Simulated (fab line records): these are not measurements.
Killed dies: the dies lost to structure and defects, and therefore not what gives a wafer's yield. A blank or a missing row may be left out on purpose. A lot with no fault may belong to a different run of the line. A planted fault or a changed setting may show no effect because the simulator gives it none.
fab line records	flow n5Finfet
record lots=7	wafers=21
route steps=1938 shown SD_EPI_N@268 SD_EPI_P@321 SD_ACTIVATION@330 HKMG_FIN@402 GATE_CUT@480 BEOL_M0_SAQP@634 BEOL_M1@751
startH: the number of hours between the record's first day and the start of the first shown wafer of the lot	waitH: hours since the lot's step before	" repeats the value in the row above	L1.1+2: several wafers, shown together as one row	- value missing, or start not given	* or withheld: withheld	< > ~ a bound
route shown NAME@n: a module of which the file shows steps, and the number in the route of the first	usual: mean/standard deviation of fault-free wafers	same: alike in all rows	chamber/n: place in a boat	sites: readings site by site	_std_site: how widely they spread, as a standard deviation	_edge_site: outer sites' mean less inner sites'	radiusMm: for every site, how far away it sits from the centre of the wafer	mask NAME#n: copy n	behind: tool/chamber where the wafer was last shaped	hold: why the lot was held/for how many hours/how that ended	device: transistor that didn't switch, given as n, p or np	end of line: the tests these same wafers got at the end of their route	step lacking rows: just its recipe	killed: dies that structure and defects cost at the first sort, which is not the same as the wafer's yield	map: dies across one wafer; x = killed, . = not, _ = none there
set.NAME: the setting as run; set.NAME@STEP: as run at that earlier step	model.NAME: the simulator's own value behind a step, which no gauge read
lots with deliberately changed settings; one table per step, one row per wafer
## steps
# step N5_SD_EPI_N_PEB_07
# recipe pebTempC=110	pebTimeS=60	resist=CAR-ArF-block
lot.wafer	tool	chamber	startH	waitH	set.pebTimeS
L076.1+3+5	lithoTrack-04	0	61.21	0.1	60
L085.3+4+6	lithoTrack-04	0	117.61	0.0	60
L086.1+3	lithoTrack-01	0	126.12	0.1	60
L086.2	"	0	"	"	63.81
L090.3+4+5	lithoTrack-04	0	148.42	0.0	66.88
L092.2+3	lithoTrack-03	0	158.83	0.0	60
L092.6	"	0	"	"	51.62
L095.4+5+6	lithoTrack-04	0	177.79	0.0	60
L097.1+5	lithoTrack-01	0	190.35	0.1	60
L097.4	"	0	"	"	63.78
# step N5_SD_EPI_N_DEVELOP_08
# recipe developTimeS=30	developer=TMAH	resist=CAR-ArF-block	devTempC=23	rinseLiquid=diw	dry=airSpin
# step N5_SD_EPI_N_CD_MEAS_09
# recipe targetCdNm=120	landingEnergyEv=500	detector=seInlens
# usual cdNm=119.7/0.58
lot.wafer	tool	chamber	startH	waitH	set.doseMj@SD_EPI_N_EXPOSE_06	set.pebTimeS@SD_EPI_N_PEB_07	cdNm
L076.1	cdSem-01	0	61.28	-	38.22	60	117.1
L076.3	"	0	"	"	39.75	60	119.7
L076.5	"	0	"	"	39.75	60	119.9
L085.3	cdSem-03	0	117.67	-	39.75	60	118.4
L085.4	"	0	"	"	41.84	60	122.7
L085.6	"	0	"	"	39.75	60	119.3
L086.1	cdSem-02	0	126.18	-	39.75	60	119.3
L086.2	"	0	"	"	36.95	63.81	116.8
L086.3	"	0	"	"	36.95	60	114.6
L090.3	cdSem-03	0	148.48	-	41.75	66.88	126.5
L090.4	"	0	"	"	41.75	66.88	125.9
L090.5	"	0	"	"	39.75	66.88	123.3
L092.2	cdSem-03	0	158.90	-	41.13	60	121.9
L092.3	"	0	"	"	39.75	60	119.7
L092.6	"	0	"	"	39.75	51.62	114.3
L095.4	cdSem-01	0	177.86	-	39.75	60	120.3
L095.5	"	0	"	"	39.75	60	119.3
L095.6	"	0	"	"	39.75	60	119.9
L097.1	cdSem-01	0	190.41	-	39.75	60	119.7
L097.4	"	0	"	"	39.75	63.78	121.1
L097.5	"	0	"	"	39.75	60	118.7
# step N5_SD_EPI_N_DESCUM_14
# recipe chemistry=O2	timeS=7.9	sourcePowerW=50	biasPowerW=20	pressureMtorr=20	rfFrequencyHz=2.712e+07	tempC=40	resist=CAR-ArF-block	o2FlowSccm=225
lot.wafer	tool	chamber	startH	waitH	set.doseMj@SD_EPI_N_EXPOSE_06	set.pebTimeS@SD_EPI_N_PEB_07	model.SD_EPI_N.cdNm
L076.1	rieDiel-05	0	61.37	0.0	38.22	60	117.4
L076.3	"	1	"	"	39.75	60	119.8
L076.5	"	1	"	"	39.75	60	120
L085.3	rieDiel-06	1	118.05	0.3	39.75	60	118.6
L085.4	"	0	"	"	41.84	60	122.6
L085.6	"	1	"	"	39.75	60	119.2
L086.1	rieDiel-06	3	127.15	0.9	39.75	60	119.2
L086.2	"	1	"	"	36.95	63.81	117
L086.3	"	2	"	"	36.95	60	114.8
L090.3	rieDiel-03	3	148.57	0.0	41.75	66.88	126.6
L090.4	"	2	"	"	41.75	66.88	126
L090.5	"	0	"	"	39.75	66.88	123.2
L092.2	rieDiel-06	3	159.66	0.7	41.13	60	121.8
L092.3	"	0	"	"	39.75	60	119.8
L092.6	"	0	"	"	39.75	51.62	114.6
L095.4	rieDiel-06	1	179.10	1.2	39.75	60	120
L095.5	"	2	"	"	39.75	60	119.4
L095.6	"	3	"	"	39.75	60	119.6
L097.1	rieDiel-05	0	190.50	0.0	39.75	60	119.8
L097.4	"	2	"	"	39.75	63.78	121.2
L097.5	"	0	"	"	39.75	60	118.6
# step N5_SD_EPI_N_ETCH_34
# recipe chemistry=CF4	target=SiARC	targetDepthA=455	maskMaterial=CAR-ArF-block	timeS=75.8	ionEnergyEv=80	pressureMtorr=40	sourceW=545	biasW=36	Ar_flow_sccm=100	cf4FlowSccm=100	ends=cleared
lot.wafer	tool	chamber	startH	waitH	set.doseMj@SD_EPI_N_EXPOSE_06	set.pebTimeS@SD_EPI_N_PEB_07	model.SD_EPI_N.cdNm
L076.1	rieDiel-05	0	61.40	0.0	38.22	60	117.6
L076.3	"	1	"	"	39.75	60	120
L076.5	"	1	"	"	39.75	60	119.8
L085.3	rieDiel-06	1	118.08	0.0	39.75	60	118.6
L085.4	"	0	"	"	41.84	60	122.6
L085.6	"	1	"	"	39.75	60	119.4
L086.1	rieDiel-06	3	127.18	0.0	39.75	60	119.2
L086.2	"	1	"	"	36.95	63.81	117.2
L086.3	"	2	"	"	36.95	60	115
L090.3	rieDiel-03	3	148.60	0.0	41.75	66.88	126.6
L090.4	"	2	"	"	41.75	66.88	126
L090.5	"	0	"	"	39.75	66.88	123.4
L092.2	rieDiel-06	3	159.70	0.0	41.13	60	122
L092.3	"	0	"	"	39.75	60	119.8
L092.6	"	0	"	"	39.75	51.62	114.6
L095.4	rieDiel-06	1	179.14	0.0	39.75	60	120.2
L095.5+6	"	2,3	"	"	39.75	60	119.6
L097.1	rieDiel-05	0	190.54	0.0	39.75	60	120
L097.4	"	2	"	"	39.75	63.78	121.4
L097.5	"	0	"	"	39.75	60	118.8
# step N5_SD_EPI_P_EPI_21
# recipe material=SiGe:B	dopant=B	tempC=550	pressureTorr=20	ambient=H2	timeS=355
lot.wafer	tool	chamber	startH	waitH	set.epiGrowthTimeS	model.SiGe-B_of_SD_EPI_P_EPI_21.thkNm
L076.1	epiRpcvd-02	0	67.21	0.1	355	60.8
L076.3	"	0	"	"	341.4	60.4
L076.5	"	0	"	"	355	61.2
L085.3	epiRpcvd-04	0	124.55	0.8	328.3	59.4
L085.4	"	0	"	"	355	62.4
L085.6	"	0	"	"	355	62
L086.1	epiRpcvd-04	0	133.01	0.1	355	62
L086.2	"	0	"	"	383.2	64.4
L086.3	"	0	"	"	383.2	64.8
L090.3+4	epiRpcvd-04	0	155.07	0.8	355	59.8
L090.5	"	0	"	"	355	60
L092.2	epiRpcvd-04	0	165.70	0.5	325.9	57.2
L092.3	"	0	"	"	355	60.8
L092.6	"	0	167.14	1.8	325.9	57.4
L095.4+5	epiRpcvd-01	0	186.59	1.1	355	61
L095.6	"	0	"	"	355	61.4
L097.1+4	epiRpcvd-01	0	196.17	0.1	355	60.4
L097.5	"	0	197.61	1.5	355	59.8
# step N5_SD_EPI_P_HM_STRIP_48
# recipe chemistry=H3PO4	tempC=160	material=SiNx	target=SiNx	targetDepthA=30	overetchFraction=0.3
lot.wafer	tool	chamber	startH	waitH	set.epiGrowthTimeS@SD_EPI_P_EPI_21	model.SiGe-B_of_SD_EPI_P_EPI_21.thkNm
L076.1	wetBench-06	2	69.46	0.0	355	60.6
L076.3	"	0	"	"	341.4	60
L076.5	"	6	"	"	355	60.8
L085.3	wetBench-03	5	126.06	0.0	328.3	59
L085.4	"	4	"	"	355	62.2
L085.6	"	1	"	"	355	61.6
L086.1	wetBench-06	1	135.24	0.0	355	61.6
L086.2	"	3	"	"	383.2	64
L086.3	"	4	"	"	383.2	64.4
L090.3+4+5	wetBench-03	0,7,2	156.58	0.0	355	59.6
L092.2+6	wetBench-01	7,2	167.59	0.0	325.9	57
L092.3	"	0	"	"	355	60.6
L095.4	wetBench-03	5	187.74	0.0	355	60.6
L095.5	"	2	"	"	355	60.8
L095.6	"	0	"	"	355	61.2
L097.1+4	wetBench-03	6,5	198.40	0.0	355	60.2
L097.5	"	2	"	"	355	59.6
# step N5_SD_EPI_P_SRD_49
# recipe dry=ipaMarangoni	timeS=30	tempC=23	rinseLiquid=diw
# step N5_SD_EPI_P_PRECLEAN_24
# recipe chemistry=O3/DIW	timeS=45	tempC=22	o3Ppm=10
# step N5_SD_ACTIVATION_RTA_00
# recipe tempC=975	timeS=0	ambient=N2	idleTempC=600	rampUpCPerS=150	rampDownCPerS=60	coolToC=600
# step N5_SD_ACTIVATION_LSA_01
# recipe tempC=1080	timeS=0.0008	ambient=N2
# step N5_SD_ACTIVATION_RS_MEAS_03
# recipe thkMeasGauge=four-point-probe
# usual RS_SD_N=21.87/0.27	RS_SD_P=56.1/0.89
lot.wafer	tool	chamber	startH	waitH	set.epiGrowthTimeS@SD_EPI_P_EPI_21	RS_SD_N[ohm/sq]	RS_SD_P[ohm/sq]
L076.1	filmMetro-02	-	70.13	0.2	355	22.13	56.4
L076.3	"	-	"	"	341.4	22.08	56.3
L076.5	"	-	"	"	355	22.19	56.2
L085.3	filmMetro-02	-	126.87	0.2	328.3	21.53	56.8
L085.4	"	-	"	"	355	21.47	54.4
L085.6	"	-	"	"	355	21.33	54.6
L086.1	filmMetro-02	-	136.03	0.2	355	21.87	55.2
L086.2	"	-	"	"	383.2	21.88	52.9
L086.3	"	-	"	"	383.2	21.65	52.6
L090.3	filmMetro-01	-	157.20	0.2	355	21.97	57.2
L090.4	"	-	"	"	355	21.55	57.1
L090.5	"	-	"	"	355	21.52	57.3
L092.2	filmMetro-02	-	168.18	0.2	325.9	21.67	60.4
L092.3	"	-	"	"	355	21.61	57.8
L092.6	"	-	"	"	325.9	21.61	60.1
L095.4	filmMetro-02	-	188.37	0.1	355	22.04	56.3
L095.5	"	-	"	"	355	22.33	57.0
L095.6	"	-	"	"	355	21.85	56.1
L097.1	filmMetro-01	-	198.98	0.2	355	21.98	55.5
L097.4	"	-	"	"	355	21.94	55.4
L097.5	"	-	"	"	355	22.16	56.2
# step N5_HKMG_FIN_ETCH_54
# recipe chemistry=CF4	target=SiARC	targetDepthA=455	maskMaterial=CAR-ArF	timeS=75.8	ionEnergyEv=80	pressureMtorr=40	sourceW=545	biasW=36	Ar_flow_sccm=100	cf4FlowSccm=100	ends=cleared
# usual etchRfOnTimeS=75.5/1.1	rfVppV=183.7/1.4
lot.wafer	tool	chamber	startH	waitH	set.sourceW	etchRfOnTimeS	rfVppV
L076.1	rieDiel-03	1	83.23	0.0	545	76.5	186.0
L076.3	"	2	"	"	545	76.2	182.2
L076.5	"	2	"	"	545	76.5	181.9
L085.3	rieDiel-06	2	140.89	0.0	511.5	79.6	188.2
L085.4	"	3	"	"	545	75.1	182.7
L085.6	"	1	"	"	511.5	77.0	189.4
L086.1	rieDiel-06	0	149.83	0.0	634.3	66.8	174.4
L086.2	"	2	"	"	634.3	65.7	173.8
L086.3	"	1	"	"	545	73.3	184.9
L090.3	rieDiel-06	2	173.36	0.0	545	73.3	183.8
L090.4	"	0	"	"	545	76.2	182.7
L090.5	"	1	"	"	545	73.1	185.9
L092.2	rieDiel-05	1	181.31	0.0	515.1	80.2	184.9
L092.3	"	3	"	"	515.1	79.6	185.2
L092.6	"	0	"	"	515.1	78.7	185.1
L095.4	rieDiel-06	2	202.42	0.0	545	73.6	183.7
L095.5	"	2	"	"	545	73.9	183.4
L095.6	"	1	"	"	545	73.5	183.0
L097.1	rieDiel-03	2	212.54	0.0	625.1	67.4	173.1
L097.4	"	2	"	"	545	75.6	182.4
L097.5	"	1	"	"	545	74.0	185.2
# step N5_HKMG_FIN_COAT_85
# recipe resist=SOC	tempC=250	timeS=60	spinRpm=1500	resistThkNm=300
lot.wafer	tool	chamber	startH	waitH	set.spinRpm	model.SOC_of_HKMG_FIN_COAT_85.thkNm
L076.1	lithoTrack-02	0	88.00	0.2	1372	313.6
L076.3	"	0	"	"	1500	299.8
L076.5	"	0	"	"	1372	314
L085.3	lithoTrack-04	0	146.28	0.2	1500	301
L085.4	"	0	"	"	1500	300.6
L085.6	"	0	"	"	1349	317.6
L086.1	lithoTrack-02	0	154.78	0.2	1500	302
L086.2	"	0	"	"	1500	300.4
L086.3	"	0	"	"	1616	289.8
L090.3+5	lithoTrack-02	0	178.81	0.2	1585	293.4
L090.4	"	0	"	"	1500	301.2
L092.2	lithoTrack-04	0	185.98	0.2	1411	308.8
L092.3	"	0	"	"	1411	308.6
L092.6	"	0	"	"	1500	299.4
L095.4	lithoTrack-04	0	207.03	0.2	1500	301
L095.5	"	0	"	"	1500	299.8
L095.6	"	0	"	"	1500	300.6
L097.1+4	lithoTrack-04	0	217.16	0.2	1405	311.2
L097.5	"	0	"	"	1500	301
# step N5_GATE_CUT_COAT_27
# recipe resist=underlayer	tempC=205	timeS=60	spinRpm=1500	resistThkNm=10
lot.wafer	tool	chamber	startH	waitH	set.spinRpm	model.underlayer_of_GATE_CUT_COAT_27.thkNm
L076.1	lithoTrack-01	0	-	-	1500	10
L076.3	"	0	"	"	1588	9.6
L076.5	"	0	"	"	1588	9.8
L085.3+4+6	lithoTrack-05	0	-	-	1441	10.2
L086.1+2+3	lithoTrack-05	0	-	-	1500	10
L090.3	lithoTrack-05	0	-	-	1570	9.8
L090.4+5	"	0	"	"	1500	10
L092.2	lithoTrack-02	0	-	-	1571	9.8
L092.3+6	"	0	"	"	1500	10
L095.4+5+6	lithoTrack-02	0	-	-	1500	10
L097.1	lithoTrack-01	0	-	-	1634	9.6
L097.4+5	"	0	"	"	1500	10
# step N5_GATE_CUT_COAT_07
# recipe resist=CAR-EUV	spinRpm=1500	resistThkNm=30
# step N5_GATE_CUT_EBR_09
# recipe solvent=PGMEA	ebrWidthMm=1.5
# step N5_GATE_CUT_DESCUM_18
# recipe chemistry=O2	timeS=7	sourcePowerW=50	biasPowerW=20	pressureMtorr=20	rfFrequencyHz=2.712e+07	tempC=40	resist=CAR-EUV	o2FlowSccm=225
# step N5_GATE_CUT_ETCH_28
# recipe chemistry=N2/H2	target=underlayer	targetDepthA=130	maskMaterial=CAR-EUV	timeS=10.4	ionEnergyEv=200	pressureMtorr=30	sourceW=840	biasW=150	n2FlowSccm=200	h2FlowSccm=200	ends=cleared
lot.wafer	tool	chamber	startH	waitH	set.spinRpm@GATE_CUT_COAT_27	model.etch.depthNm
L076.1	rieDiel-01	3	95.63	0.0	1500	9.991
L076.3	"	3	"	"	1588	9.694
L076.5	"	3	"	"	1588	9.713
L085.3+4	rieDiel-02	1,2	153.39	0.0	1441	10.24
L085.6	"	3	"	"	1441	10.25
L086.1	rieDiel-04	2	162.00	0.0	1500	10.07
L086.2	"	3	"	"	1500	10.08
L086.3	"	1	"	"	1500	10.09
L090.3	rieDiel-01	2	186.20	0.0	1570	9.814
L090.4+5	"	0,2	"	"	1500	10.02
L092.2	rieDiel-04	1	193.65	0.0	1571	9.818
L092.3	"	0	"	"	1500	10.04
L092.6	"	2	"	"	1500	10.02
L095.4	rieDiel-02	0	214.06	0.0	1500	10.07
L095.5	"	0	"	"	1500	10.05
L095.6	"	1	"	"	1500	10.06
L097.1	rieDiel-02	1	224.49	0.0	1634	9.597
L097.4	"	3	"	"	1500	10.01
L097.5	"	1	"	"	1500	10.03
# step N5_BEOL_M0_SAQP_HM_DEP_02
# recipe material=TiN	targetThkA=120	tempC=25	chamberPressurePa=0.49996
lot.wafer	tool	chamber	startH	waitH	set.targetThkA	model.TiN_of_BEOL_M0_SAQP_HM_DEP_02.thkNm
L076.1+3	pvdSputter-02	-	119.61	1.4	120	12
L076.5	"	-	"	"	120	11.8
L085.3	pvdSputter-02	-	183.84	0.8	120	12.2
L085.4	"	-	"	"	120	12
L085.6	"	-	"	"	127.2	12.8
L086.1+2	pvdSputter-01	-	188.28	2.2	105.3	10.6
L086.3	"	-	"	"	105.3	10.4
L090.3+5	pvdSputter-03	-	207.72	1.0	120	12
L090.4	"	-	"	"	104.8	10.4
L092.2	pvdSputter-02	-	218.31	0.1	110.3	11
L092.3	"	-	"	"	120	11.8
L092.6	"	-	"	"	110.3	10.8
L095.4+5	pvdSputter-01	-	235.95	0.2	120	12.2
L095.6	"	-	"	"	120	12.4
L097.1+4	pvdSputter-01	-	247.49	0.3	115.3	11.6
L097.5	"	-	"	"	120	12
# step N5_BEOL_M0_SAQP_ETCH_106
# recipe chemistry=N2/H2	target=SOC	targetDepthA=1500	stopOn=SiNx	ionEnergyEv=100	biasW=61	pressureMtorr=30	sourceW=850	n2FlowSccm=200	h2FlowSccm=200
lot.wafer	tool	chamber	startH	waitH	set.targetDepthA	model.SOC_of_BEOL_M0_SAQP_COAT_105.thkNm
L076.1	rieDiel-01	2	123.28	-	1346	29.2
L076.3	"	1	"	"	1346	31.2
L076.5	"	1	"	"	1500	24.4
L085.3	rieDiel-01	1	188.30	-	1665	16
L085.4	"	1	"	"	1665	16.2
L085.6	"	0	"	"	1500	24
L086.1	rieDiel-01	1	192.70	-	1500	25.6
L086.2	"	0	"	"	1500	24.8
L086.3	"	2	"	"	1500	22.8
L090.3	rieDiel-01	1	211.07	-	1363	31.6
L090.4	"	3	"	"	1500	24
L090.5	"	2	"	"	1500	23.6
L092.2	rieDiel-01	2	221.99	-	1500	21.2
L092.3	"	3	"	"	1500	22.8
L092.6	"	1	"	"	1500	23.6
L095.4	rieDiel-01	3	239.55	-	1500	22.8
L095.5	"	3	"	"	1500	22.2
L095.6	"	0	"	"	1500	23.4
L097.1	rieDiel-02	1	250.70	-	1500	24
L097.4	"	0	"	"	1500	25.8
L097.5	"	3	"	"	1353	34.8
# step N5_BEOL_M1_ILD_DEP_00
# recipe material=SiOC	targetThkA=790	tempC=350	precursor=DEMS/O2	pressureTorr=5	rfW=500	timeS=15.3
lot.wafer	tool	chamber	startH	waitH	set.timeS	model.SiOC_of_BEOL_M1_ILD_DEP_00.thkNm
L076.1	pecvd-03	2	136.26	0.0	15.89	81.6
L076.3	"	0	"	"	15.89	82.2
L076.5	"	0	"	"	15.3	80
L085.3	pecvd-04	0	195.95	0.0	15.3	78.2
L085.4	"	0	"	"	15.3	79.2
L085.6	"	2	"	"	14.58	76.4
L086.1	pecvd-03	2	201.27	0.0	16.89	86.2
L086.2+3	"	1,0	"	"	15.3	78.4
L090.3	pecvd-02	1	219.81	0.0	15.3	78.4
L090.4	"	1	"	"	15.3	80.2
L090.5	"	0	"	"	15.3	79.6
L092.2	pecvd-03	1	230.39	0.0	16.34	82.4
L092.3	"	0	"	"	16.34	84.6
L092.6	"	0	"	"	15.3	78.2
L095.4+6	pecvd-03	0,2	251.72	0.1	15.3	79.2
L095.5	"	1	"	"	15.3	79.8
L097.1	pecvd-04	2	261.01	0.0	14.57	74.8
L097.4	"	2	"	"	15.3	79.2
L097.5	"	0	"	"	14.57	75.6
# step N5_BEOL_M1_THK_MEAS_01
# recipe reads=SiOC_of_BEOL_M1_ILD_DEP_00
# usual M1_ILD_THK=79.0/0.95
lot.wafer	tool	chamber	startH	waitH	set.timeS@BEOL_M1_ILD_DEP_00	M1_ILD_THK[nm]
L076.1	filmMetro-01	-	136.32	0.0	15.89	81.7
L076.3	"	-	"	"	15.89	82.2
L076.5	"	-	"	"	15.3	80.1
L085.3	filmMetro-01	-	196.02	0.1	15.3	78.1
L085.4	"	-	"	"	15.3	79.2
L085.6	"	-	"	"	14.58	76.3
L086.1	filmMetro-01	-	201.34	0.0	16.89	86.0
L086.2	"	-	"	"	15.3	78.3
L086.3	"	-	"	"	15.3	78.4
L090.3	filmMetro-01	-	219.88	0.1	15.3	78.5
L090.4	"	-	"	"	15.3	80.3
L090.5	"	-	"	"	15.3	79.5
L092.2	filmMetro-01	-	230.47	0.1	16.34	82.4
L092.3	"	-	"	"	16.34	84.6
L092.6	"	-	"	"	15.3	78.3
L095.4	filmMetro-02	-	251.77	0.0	15.3	79.2
L095.5	"	-	"	"	15.3	79.9
L095.6	"	-	"	"	15.3	79.2
L097.1	filmMetro-02	-	261.08	0.0	14.57	74.8
L097.4	"	-	"	"	15.3	79.2
L097.5	"	-	"	"	14.57	75.6
# step N5_BEOL_M1_HM_DEP_02
# recipe material=TiN	targetThkA=200	tempC=25	chamberPressurePa=0.49996
lot.wafer	tool	chamber	startH	waitH	set.targetThkA	model.TiN_of_BEOL_M1_HM_DEP_02.thkNm
L076.1	pvdSputter-03	-	138.21	1.8	200	20
L076.3	"	-	"	"	200	19.8
L076.5	"	-	"	"	200	20.2
L085.3+6	pvdSputter-02	-	196.87	0.8	200	19.8
L085.4	"	-	"	"	200	20
L086.1	pvdSputter-03	-	204.88	3.5	200	19.8
L086.2	"	-	"	"	185.8	18.6
L086.3	"	-	"	"	185.8	18.4
L090.3	pvdSputter-02	-	221.02	1.1	200	19.8
L090.4	"	-	"	"	200	20
L090.5	"	-	"	"	180.9	18.2
L092.2+3+6	pvdSputter-01	-	231.02	0.5	200	19.8
L095.4+5	pvdSputter-02	-	252.94	1.1	200	20
L095.6	"	-	"	"	200	20.2
L097.1	pvdSputter-03	-	262.16	1.0	185.6	18.8
L097.4	"	-	"	"	200	20
L097.5	"	-	"	"	185.6	18.6
## key
split step=N5_SD_EPI_N_PEB_07	setting=pebTimeS	stated=60	by=wafer
response step=N5_SD_EPI_N_CD_MEAS_09	reading=cdNm	slope=+0.368	per=1%	togetherWith=doseMj@SD_EPI_N_EXPOSE_06	explained=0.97
response step=N5_SD_EPI_N_DESCUM_14	reading=model.SD_EPI_N.cdNm	slope=+0.356	per=1%	togetherWith=doseMj@SD_EPI_N_EXPOSE_06	explained=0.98
response step=N5_SD_EPI_N_ETCH_34	reading=model.SD_EPI_N.cdNm	slope=+0.364	per=1%	togetherWith=doseMj@SD_EPI_N_EXPOSE_06	explained=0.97
split step=N5_SD_EPI_P_EPI_21	setting=epiGrowthTimeS	stated=355	by=wafer
response step=N5_SD_EPI_P_EPI_21	reading=model.SiGe-B_of_SD_EPI_P_EPI_21.thkNm	change=+0.361	per=1%	r=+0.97
response step=N5_SD_EPI_P_HM_STRIP_48	reading=model.SiGe-B_of_SD_EPI_P_EPI_21.thkNm	change=+0.37	per=1%	r=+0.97
response step=N5_SD_ACTIVATION_RS_MEAS_03	reading=RS_SD_P	change=-0.284	per=1%	r=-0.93
split step=N5_HKMG_FIN_ETCH_54	setting=sourceW	stated=545	by=wafer
response step=N5_HKMG_FIN_ETCH_54	reading=etchRfOnTimeS	change=*	per=1%	r=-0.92
response step=N5_HKMG_FIN_ETCH_54	reading=rfVppV	change=-0.712	per=1%	r=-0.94
split step=N5_HKMG_FIN_COAT_85	setting=spinRpm	stated=1500	by=wafer
response step=N5_HKMG_FIN_COAT_85	reading=model.SOC_of_HKMG_FIN_COAT_85.thkNm	change=-1.58	per=1%	r=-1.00
split step=N5_GATE_CUT_COAT_27	setting=spinRpm	stated=1500	by=wafer
response step=N5_GATE_CUT_COAT_27	reading=model.underlayer_of_GATE_CUT_COAT_27.thkNm	change=-0.0455	per=1%	r=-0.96
response step=N5_GATE_CUT_ETCH_28	reading=model.etch.depthNm	change=-0.047	per=1%	r=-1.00
split step=N5_BEOL_M0_SAQP_HM_DEP_02	setting=targetThkA	stated=120	by=wafer
response step=N5_BEOL_M0_SAQP_HM_DEP_02	reading=model.TiN_of_BEOL_M0_SAQP_HM_DEP_02.thkNm	change=+0.12	per=1%	r=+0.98
split step=N5_BEOL_M0_SAQP_ETCH_106	setting=targetDepthA	stated=1500	by=wafer
response step=N5_BEOL_M0_SAQP_ETCH_106	reading=model.SOC_of_BEOL_M0_SAQP_COAT_105.thkNm	change=-0.775	per=1%	r=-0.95
split step=N5_BEOL_M1_ILD_DEP_00	setting=timeS	stated=15.3	by=wafer
response step=N5_BEOL_M1_ILD_DEP_00	reading=model.SiOC_of_BEOL_M1_ILD_DEP_00.thkNm	change=+0.721	per=1%	r=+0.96
response step=N5_BEOL_M1_THK_MEAS_01	reading=M1_ILD_THK	change=+0.71	per=1%	r=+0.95
split step=N5_BEOL_M1_HM_DEP_02	setting=targetThkA	stated=200	by=wafer
response step=N5_BEOL_M1_HM_DEP_02	reading=model.TiN_of_BEOL_M1_HM_DEP_02.thkNm	change=+0.18	per=1%	r=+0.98
split outsideThisFile step=N5_SD_EPI_N_EXPOSE_06 setting=doseMj
# split outsideThisFile: this setting was split too, and the file shows its column; the key of that split is in another file
